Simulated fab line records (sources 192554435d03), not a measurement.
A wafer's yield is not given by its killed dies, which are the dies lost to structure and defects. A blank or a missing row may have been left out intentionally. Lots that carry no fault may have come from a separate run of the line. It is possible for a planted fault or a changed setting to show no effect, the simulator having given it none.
Split-lot experiment    flow n5_finfet    route with 1938 steps; 7 lots, 21 wafers read

## ON THE SPLIT
At N5_BEOL_M3_TRENCH_ETCH_37 (etches SiOC in C4F6/O2, target depth 55.555 nm, time 29.2 s), the setting time_s was moved away from the recipe's 29.2 s on 10 of the 21 wafers read, by -19.0% to +20.5%. This setting was run at the recipe's value on the other wafers.

## FROM THE SPLIT TO THE READING: what the file shows between them, 2 steps
- N5_BEOL_M3_ETCH_41: etches SiCN in CH3F/O2, target depth 29.9 nm, time 52.5 s
- N5_BEOL_M3_STRIP_97: strips in N2/H2, time 10 s

## THE READING
trench_depth_nm, in nm, at N5_BEOL_M3_OCD_MEAS_38. Fault-free wafers of this fab line usually give 55.9 nm, standard deviation 1 nm.

wafer   tool, chamber at the split  time_s as run, s  against the recipe  trench_depth_nm, nm  against lot-mates on the recipe
L075.2  rie_diel-01, 1              35.19             +20.5%              68.4                 +12.0
L075.5  rie_diel-01, 1              29.2              recipe              56.3                 -
L075.6  rie_diel-01, 2              29.2              recipe              56.5                 -
L081.1  rie_diel-01, 3              29.2              recipe              55.8                 -
L081.2  rie_diel-01, 1              32.3              +10.6%              63.2                 +7.4
L081.5  rie_diel-01, 2              32.3              +10.6%              62.6                 +6.8
L086.2  rie_diel-04, 2              29.2              recipe              55.2                 -
L086.3  rie_diel-04, 0              29.2              recipe              55.5                 -
L086.6  rie_diel-04, 2              29.2              recipe              54.7                 -
L084.2  rie_diel-01, 1              29.2              recipe              57.8                 -
L084.3  rie_diel-01, 3              23.87             -18.3%              44.8                 -13.0
L084.6  rie_diel-01, 1              23.87             -18.3%              46.3                 -11.5
L091.2  rie_diel-04, 1              23.64             -19.0%              44.6                 -10.6
L091.3  rie_diel-04, 2              29.2              recipe              55.2                 -
L091.5  rie_diel-04, 2              29.2              recipe              55.1                 -
L090.2  rie_diel-04, 2              25.4              -13.0%              47.6                 no lot-mate on the recipe
L090.5  rie_diel-04, 2              25.4              -13.0%              47.7                 no lot-mate on the recipe
L090.6  rie_diel-04, 1              25.4              -13.0%              47.7                 no lot-mate on the recipe
L097.1  rie_diel-05, 0              29.2              recipe              54.5                 -
L097.2  rie_diel-05, 3              27.03             -7.4%               51.2                 -4.3
L097.4  rie_diel-05, 1              29.2              recipe              56.5                 -

FIT RESULTS
A straight line over all 21 wafers: trench_depth_nm changes by +0.605 nm for each +1% of time_s; r = +0.99; the points scatter about the line by 0.83 nm.
The same after taking each lot's own level away (the mean of its wafers on the recipe; 18 wafers): +0.622 nm for each +1%; r = +0.99; scatter 0.71 nm.
Per that fit: largest time_s move, reading shift of 13 nm.
The lots' own levels span 55.13 to 57.80 nm, that is 2.7 times the standard deviation above.
Hence the lot-to-lot level has little effect on the slope; both slopes agree.
Check: +13.2 nm against its lot-mates is what the line predicts for one of the wafers moved furthest among these (+20.5%) when that wafer is left out of the fit. Against them it came out at +12 nm.

## FURTHER SPLITS ON THESE WAFERS
Before the reading, these wafers also passed through other splits. Each is held against what the fit with the lots' levels taken away leaves over:
other split on the same wafers  wafers away from the commonest value  r with trench_depth_nm (lot level and that fit taken away)
N5_BEOL_M2_COAT_73 temp_c       5                                     -0.22

## THE WHOLE CHAIN: every reading that the file lists as answering this split, in the file's order
step                       what it does                                                 reading                                                                    change (the file's fit)                r (the file's)
N5_BEOL_M3_TRENCH_ETCH_37  etches SiOC in C4F6/O2, target depth 55.555 nm, time 29.2 s  etch.depth_nm (the simulator's own value, which no gauge read)             +0.597 nm for each +1% of the setting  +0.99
N5_BEOL_M3_TRENCH_ETCH_37  etches SiOC in C4F6/O2, target depth 55.555 nm, time 29.2 s  BEOL_M3.feature_depth_nm (the simulator's own value, which no gauge read)  +0.596 nm for each +1% of the setting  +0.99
N5_BEOL_M3_OCD_MEAS_38                                                                  trench_depth_nm                                                            +0.606 nm for each +1% of the setting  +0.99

## THE FILE'S OWN FIT
trench_depth_nm changes by +0.606 nm for each +1% of time_s, r = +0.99.
